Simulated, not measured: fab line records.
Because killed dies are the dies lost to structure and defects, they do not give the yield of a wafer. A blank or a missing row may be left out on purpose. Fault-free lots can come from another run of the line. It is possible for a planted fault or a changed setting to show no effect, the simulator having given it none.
Which of the tools did it? -- flow n5_finfet -- 24 lots with 72 wafers sampled at 6 steps, on a route of 1938 steps

WHAT THE GAUGES SHOWED, per wafer
N5_BEOL_M11_OVL_MEAS_29. Usual: V10_OVL typically reads -0.8 nm, with standard deviation 0.92.
lot,measured,on,V10_OVL (nm),flag
L074,day 11 03:07,overlay-02,0.1 -0.3 0.0,
L075,day 11 08:20,overlay-01,0.7 0.0 0.3,
L076,day 11 15:29,overlay-02,-0.2 -1.3 -0.7,
L078,day 11 15:40,overlay-01,-1.3 0.0 -1.2,
L077,day 11 18:08,overlay-01,0.5 0.9 1.1,
L081,day 12 00:40,overlay-01,-1.7 -2.2 -0.9,
L079,day 12 06:40,overlay-02,-1.2 -2.7 -2.0,
L080,day 12 08:56,overlay-01,-0.7 -3.1 -1.3,
L083,day 12 09:07,overlay-01,-0.8 -0.6 -1.2,
L082,day 12 15:41,overlay-02,-2.4 0.1 -2.4,
L084,day 13 08:02,overlay-01,-1.1 -1.3 -1.0,
L085,day 13 08:42,overlay-01,0.1 -1.7 -1.2,
L086,day 14 01:19,overlay-01,-2.0 -1.4 -0.6,
L088,day 14 01:09,overlay-01,-0.6 0.5 -0.8,
L089,day 14 18:20,overlay-02,-0.5 -1.6 -0.6,
L087,day 14 20:21,overlay-01,0.2 0.6 -0.5,
L092,day 14 20:40,overlay-02,-0.7 -2.3 -1.4,
L090,day 15 02:01,overlay-02,-1.1 -2.9 -2.0,
L091,day 15 02:16,overlay-02,-0.7 -1.4 -1.4,
L094,day 15 03:37,overlay-01,-0.1 0.1 -1.2,
L093,day 15 10:18,overlay-02,-1.1 -0.1 -0.9,
L095,day 16 14:43,overlay-01,-2.0 -1.5 -1.4,
L097,day 16 22:29,overlay-02,-1.2 -1.0 -0.7,
L096,day 17 19:37,overlay-01,0.6 0.2 0.1,

N5_BEOL_M13_CD_MEAS_10: the cd target is 190 nm. Usual: cd_nm at 190.3 nm, with a standard deviation of 1.8.
lot,measured,on,cd_nm (nm),flag
L074,day 11 12:20,cd_sem-01,192.2 192.2 189.9,
L075,day 11 15:23,cd_sem-02,193.5 192.3 191.9,
L076,day 12 03:08,cd_sem-02,193.6 194.4 194.0,
L078,day 12 04:19,cd_sem-03,190.5 191.2 190.2,
L077,day 12 06:36,cd_sem-02,189.1 188.2 189.8,
L081,day 12 10:41,cd_sem-02,189.7 191.3 190.9,
L079,day 12 20:25,cd_sem-02,191.6 192.3 191.8,
L080,day 12 21:32,cd_sem-03,191.5 191.9 193.1,
L083,day 12 21:07,cd_sem-03,188.7 187.2 187.6,
L082,day 13 01:41,cd_sem-02,188.0 190.8 188.6,
L084,day 13 20:28,cd_sem-03,189.2 186.9 188.5,
L085,day 14 01:01,cd_sem-03,191.2 190.8 190.7,
L086,day 14 18:17,cd_sem-01,190.3 189.2 190.6,
L088,day 14 10:12,cd_sem-01,186.2 189.0 186.3,
L089,day 15 03:29,cd_sem-02,188.3 188.6 188.6,
L087,day 15 05:18,cd_sem-02,188.4 189.7 188.8,
L092,day 15 08:29,cd_sem-03,190.0 190.9 190.0,
L090,day 15 09:55,cd_sem-01,189.1 190.3 189.4,
L091,day 15 12:43,cd_sem-03,190.9 191.4 189.7,
L094,day 15 18:56,cd_sem-03,190.3 192.6 191.9,
L093,day 16 00:23,cd_sem-01,192.3 188.3 191.2,
L095,day 17 00:55,cd_sem-02,193.5 193.3 192.3,
L097,day 17 07:59,cd_sem-02,191.3 191.2 188.9,
L096,day 18 05:52,cd_sem-01,190.6 190.4 189.7,

N5_BEOL_M14_CD_MEAS_17: the cd target is 250 nm. Usual: cd_nm at 250 nm, with a standard deviation of 3.3.
lot,measured,on,cd_nm (nm),flag
L074,day 11 18:47,cd_sem-02,255 250 253,
L075,day 11 22:08,cd_sem-01,244 244 250,
L076,day 12 07:47,cd_sem-01,246 246 246,
L078,day 12 10:23,cd_sem-01,252 252 249,
L077,day 12 11:50,cd_sem-01,248 248 252,
L081,day 12 22:18,cd_sem-01,251 252 248,
L079,day 13 02:43,cd_sem-02,250 248 248,
L080,day 13 06:38,cd_sem-03,246 246 248,
L083,day 13 04:40,cd_sem-02,248 253 254,
L082,day 13 11:25,cd_sem-01,241 247 251,
L084,day 14 01:19,cd_sem-03,250 255 252,
L085,day 14 06:03,cd_sem-01,250 255 257,
L086,day 15 00:05,cd_sem-03,248 249 253,
L088,day 14 17:26,cd_sem-01,250 247 246,
L089,day 15 10:02,cd_sem-01,247 247 247,
L087,day 15 10:19,cd_sem-01,245 247 250,
L092,day 15 18:57,cd_sem-01,249 256 253,
L090,day 15 21:34,cd_sem-03,245 250 250,
L091,day 15 19:32,cd_sem-01,246 245 248,
L094,day 16 03:58,cd_sem-02,250 248 249,
L093,day 16 07:03,cd_sem-01,253 252 252,
L095,day 17 05:41,cd_sem-02,255 249 257,
L097,day 17 13:08,cd_sem-01,253 251 251,
L096,day 18 13:21,cd_sem-01,251 251 251,

TOOL THAT RAN EACH LOT (tool first, then ch and the chambers of the sampled wafers, then the start)
lot,N5_BEOL_M11_STRIP_19,N5_BEOL_M12_VIA_ETCH_16,N5_BEOL_M13_STRIP_37
L074,"rie_diel-05 ch 0,1,2, day 11 02:43","rie_diel-01 ch 2,3, day 11 07:35","plasma_asher-02 ch 0,1, day 11 14:22"
L075,"rie_diel-02 ch 1,3, day 11 07:16","rie_diel-01 ch 0,1,3, day 11 11:41","plasma_asher-01 ch 1, day 11 17:11"
L076,"rie_diel-04 ch 0,3, day 11 13:34","rie_diel-06 ch 0,2, day 11 19:22","plasma_asher-01 ch 0,1, day 12 04:55"
L078,"rie_diel-04 ch 2,3, day 11 13:42","rie_diel-03 ch 0,1,3, day 11 20:58","plasma_asher-01 ch 0,1, day 12 06:05"
L077,"rie_diel-04 ch 0,3, day 11 17:34","rie_diel-06 ch 0,2,3, day 11 21:40","plasma_asher-01 ch 0,1, day 12 08:15"
L081,"rie_diel-04 ch 0,2, day 12 00:13","rie_diel-01 ch 0,1,2, day 12 05:05","plasma_asher-02 ch 0,1, day 12 12:31"
L079,"rie_diel-04 ch 2,3, day 12 06:04","rie_diel-06 ch 0,1,2, day 12 10:26","plasma_asher-02 ch 0,1, day 12 22:10"
L080,"rie_diel-02 ch 0,1,3, day 12 08:26","rie_diel-03 ch 1,2,3, day 12 13:06","plasma_asher-02 ch 0,1, day 12 23:11"
L083,"rie_diel-04 ch 1,2,3, day 12 08:34","rie_diel-06 ch 0,1,3, day 12 13:22","plasma_asher-01 ch 0,1, day 12 22:47"
L082,"rie_diel-04 ch 1,3, day 12 12:05","rie_diel-06 ch 0,1, day 12 19:48","plasma_asher-01 ch 0,1, day 13 03:20"
L084,"rie_diel-05 ch 0,1, day 13 07:31","rie_diel-06 ch 0,1,2, day 13 13:14","plasma_asher-01 ch 0,1, day 13 22:14"
L085,"rie_diel-02 ch 1,2, day 13 08:08","rie_diel-03 ch 0,1,3, day 13 14:24","plasma_asher-02 ch 0,1, day 14 02:58"
L086,"rie_diel-04 ch 1,2,3, day 13 22:10","rie_diel-01 ch 0,1, day 14 05:37","plasma_asher-01 ch 0,1, day 14 20:18"
L088,"rie_diel-04 ch 1,3, day 13 22:56","rie_diel-03 ch 0,2,3, day 14 04:50","plasma_asher-02 ch 0, day 14 12:03"
L089,"rie_diel-05 ch 2,3, day 14 16:40","rie_diel-03 ch 0,3, day 14 23:01","plasma_asher-01 ch 0,1, day 15 05:18"
L087,"rie_diel-04 ch 0,1, day 14 19:58","rie_diel-03 ch 1,3, day 15 01:37","plasma_asher-01 ch 0,1, day 15 07:25"
L092,"rie_diel-04 ch 2,3, day 14 20:10","rie_diel-06 ch 0,1,3, day 15 02:47","plasma_asher-01 ch 0,1, day 15 10:16"
L090,"rie_diel-04 ch 0,3, day 15 01:34","rie_diel-03 ch 0,2,3, day 15 06:26","plasma_asher-01 ch 0,1, day 15 11:34"
L091,"rie_diel-04 ch 0,2,3, day 15 01:43","rie_diel-01 ch 0,2, day 15 06:40","plasma_asher-01 ch 0,1, day 15 14:29"
L094,"rie_diel-02 ch 0,1, day 15 02:26","rie_diel-01 ch 1,2, day 15 08:47","plasma_asher-02 ch 0,1, day 15 20:43"
L093,"rie_diel-05 ch 1,2, day 15 08:13","rie_diel-06 ch 1,3, day 15 14:54","plasma_asher-02 ch 1, day 16 02:28"
L095,"rie_diel-02 ch 0,2,3, day 16 13:29","rie_diel-06 ch 1,3, day 16 20:11","plasma_asher-01 ch 0,1, day 17 02:43"
L097,"rie_diel-05 ch 1,2, day 16 20:35","rie_diel-01 ch 0,1,3, day 17 03:33","plasma_asher-02 ch 0,1, day 17 09:38"
L096,"rie_diel-02 ch 1,2,3, day 17 14:45","rie_diel-01 ch 0,2,3, day 17 23:25","plasma_asher-02 ch 0,1, day 18 07:40"
- N5_BEOL_M11_STRIP_19: strips in O2.
- N5_BEOL_M12_VIA_ETCH_16: etches SiOC in C4F8/O2/Ar, target depth 724.8 nm.
- N5_BEOL_M13_STRIP_37: strips in N2/H2.

WHAT THE TOOLS THEMSELVES READ (means of the sampled wafers that have a number; where no wafer has one, the mark that the record gives instead)
N5_BEOL_M11_STRIP_19. Usual: drypump_motor_current_A 5.5 A, standard deviation 0.47; o2_flow_sccm 225.1 sccm, standard deviation 0.65; oes_product_au 0.82 a.u., standard deviation 0.089; rf_vpp_V 3.7 V, standard deviation 0.61; showerhead_plenum_p_Torr 2.14 Torr, standard deviation 0.075; throttle_valve_pct 16.6 %, standard deviation 0.31.
lot,tool,drypump_motor_current_A (A),o2_flow_sccm (sccm),oes_product_au (a.u.),rf_vpp_V (V),showerhead_plenum_p_Torr (Torr),throttle_valve_pct (%),flag
L074,rie_diel-05,5.9,225.2,0.75,3.4,2.08,16.7,
L075,rie_diel-02,5.5,224.9,0.80,3.7,2.21,16.6,
L076,rie_diel-04,5.2,225.5,0.87,3.5,2.20,16.2,
L078,rie_diel-04,4.9,224.3,0.81,3.8,2.13,16.6,
L077,rie_diel-04,5.1,224.9,0.87,3.4,2.15,16.1,
L081,rie_diel-04,5.0,225.8,0.81,3.7,2.18,16.7,
L079,rie_diel-04,5.0,225.7,0.83,3.4,2.11,16.3,
L080,rie_diel-02,5.8,225.4,0.75,3.7,2.15,16.8,
L083,rie_diel-04,5.4,225.0,0.88,3.3,2.16,16.5,
L082,rie_diel-04,5.4,225.0,0.89,4.0,2.15,16.3,
L084,rie_diel-05,5.8,224.7,0.67,3.4,2.08,16.8,
L085,rie_diel-02,5.7,224.7,0.85,4.0,2.11,16.9,
L086,rie_diel-04,5.4,224.7,0.85,3.6,2.16,16.5,
L088,rie_diel-04,5.8,225.0,0.92,4.2,2.20,16.5,
L089,rie_diel-05,5.5,225.4,0.88,3.8,2.05,16.6,
L087,rie_diel-04,5.6,224.7,0.88,3.6,2.25,16.5,
L092,rie_diel-04,5.0,224.8,0.80,3.7,2.10,16.3,
L090,rie_diel-04,5.1,225.3,0.83,4.1,2.14,16.2,
L091,rie_diel-04,5.1,225.5,0.81,3.5,2.16,16.4,
L094,rie_diel-02,6.0,225.2,0.70,4.3,2.10,16.9,
L093,rie_diel-05,5.7,224.5,0.87,3.4,2.03,16.3,
L095,rie_diel-02,5.7,225.1,0.80,3.8,2.12,16.8,
L097,rie_diel-05,5.7,225.0,0.86,3.7,2.02,16.3,
L096,rie_diel-02,5.7,224.9,0.77,4.0,2.14,16.8,

N5_BEOL_M12_VIA_ETCH_16. Usual: drypump_motor_current_A 5.9 A, standard deviation 0.44; he_outer_torr 30.00 Torr, standard deviation 0.051; oes_product_au 0.69 a.u., standard deviation 0.068; rf_vpp_V 665.4 V, standard deviation 2.6; showerhead_plenum_p_Torr 3.42 Torr, standard deviation 0.088; throttle_valve_pct 24.27 %, standard deviation 0.24.
lot,tool,drypump_motor_current_A (A),he_outer_torr (Torr),oes_product_au (a.u.),rf_vpp_V (V),showerhead_plenum_p_Torr (Torr),throttle_valve_pct (%),flag
L074,rie_diel-01,6.1,29.98,0.68,664.9,3.40,24.49,
L075,rie_diel-01,6.2,29.97,0.65,663.8,3.39,24.36,
L076,rie_diel-06,5.6,29.97,0.68,667.3,3.50,24.21,
L078,rie_diel-03,6.0,29.97,0.69,664.7,3.39,24.30,
L077,rie_diel-06,5.5,30.04,0.69,666.5,3.48,24.24,
L081,rie_diel-01,6.2,29.99,0.69,665.7,3.42,24.32,
L079,rie_diel-06,5.9,29.94,0.74,666.7,3.48,24.19,
L080,rie_diel-03,5.7,30.00,0.69,663.4,3.37,24.05,
L083,rie_diel-06,5.9,30.06,0.76,667.5,3.52,24.32,
L082,rie_diel-06,6.0,29.98,0.74,668.5,3.54,24.28,
L084,rie_diel-06,5.9,30.03,0.71,666.7,3.47,24.20,
L085,rie_diel-03,6.0,30.03,0.68,663.1,3.39,24.32,
L086,rie_diel-01,6.2,29.99,0.63,664.1,3.35,24.31,
L088,rie_diel-03,5.9,29.99,0.65,663.8,3.35,24.16,
L089,rie_diel-03,6.2,30.01,0.68,663.2,3.33,24.12,
L087,rie_diel-03,6.0,29.99,0.71,663.0,3.34,24.02,
L092,rie_diel-06,5.8,30.03,0.73,667.9,3.51,24.34,
L090,rie_diel-03,5.9,29.99,0.64,664.1,3.35,24.17,
L091,rie_diel-01,6.3,30.00,0.71,666.8,3.47,24.37,
L094,rie_diel-01,6.2,30.03,0.70,664.9,3.39,24.40,
L093,rie_diel-06,5.7,29.99,0.74,666.2,3.49,24.39,
L095,rie_diel-06,5.7,30.00,0.72,666.8,3.48,24.41,
L097,rie_diel-01,6.2,30.01,0.68,664.5,3.37,24.30,
L096,rie_diel-01,6.2,30.06,0.73,665.7,3.42,24.33,

N5_BEOL_M13_STRIP_37. Usual: drypump_motor_current_A 5.2 A, standard deviation 0.32; heater_power_w 335 W, standard deviation 41; oes_product_au 0.785 a.u., standard deviation 0.01.
lot,tool,drypump_motor_current_A (A),heater_power_w (W),oes_product_au (a.u.),flag
L074,plasma_asher-02,5.5,297,0.783,
L075,plasma_asher-01,4.9,334,0.785,
L076,plasma_asher-01,4.9,344,0.784,
L078,plasma_asher-01,4.9,360,0.790,
L077,plasma_asher-01,4.9,359,0.783,
L081,plasma_asher-02,5.6,328,0.773,
L079,plasma_asher-02,5.6,324,0.788,
L080,plasma_asher-02,5.5,293,0.780,
L083,plasma_asher-01,4.9,360,0.786,
L082,plasma_asher-01,4.9,358,0.784,
L084,plasma_asher-01,4.9,354,0.779,
L085,plasma_asher-02,5.6,319,0.790,
L086,plasma_asher-01,4.9,346,0.783,
L088,plasma_asher-02,5.7,355,0.788,
L089,plasma_asher-01,4.9,348,0.784,
L087,plasma_asher-01,4.9,355,0.787,
L092,plasma_asher-01,4.9,352,0.786,
L090,plasma_asher-01,4.9,360,0.794,
L091,plasma_asher-01,4.9,359,0.788,
L094,plasma_asher-02,5.5,290,0.790,
L093,plasma_asher-02,5.4,259,0.786,
L095,plasma_asher-01,4.9,350,0.786,
L097,plasma_asher-02,5.6,326,0.803,
L096,plasma_asher-02,5.6,326,0.790,

THE ANSWER, worked out from the rows above alone
Rule: a lot is off if the mean of its wafers that have a number lies more than 3 standard deviations from the usual mean. A lot without any number at a reading at which 4 lots or more have one is off too. Where the step has rows for the other lots, those lots are counted as sound. Order of review: gauges by route order, followed by the tools' own readings, for which a lot's mean as printed above is used. At the first step where some lot is off, the reading lying furthest off is the one used; lots without a number count as furthest.
None of the lots is off at any reading shown; this tells nothing.

WHAT HAD BEEN PUT IN BY THE SIMULATOR
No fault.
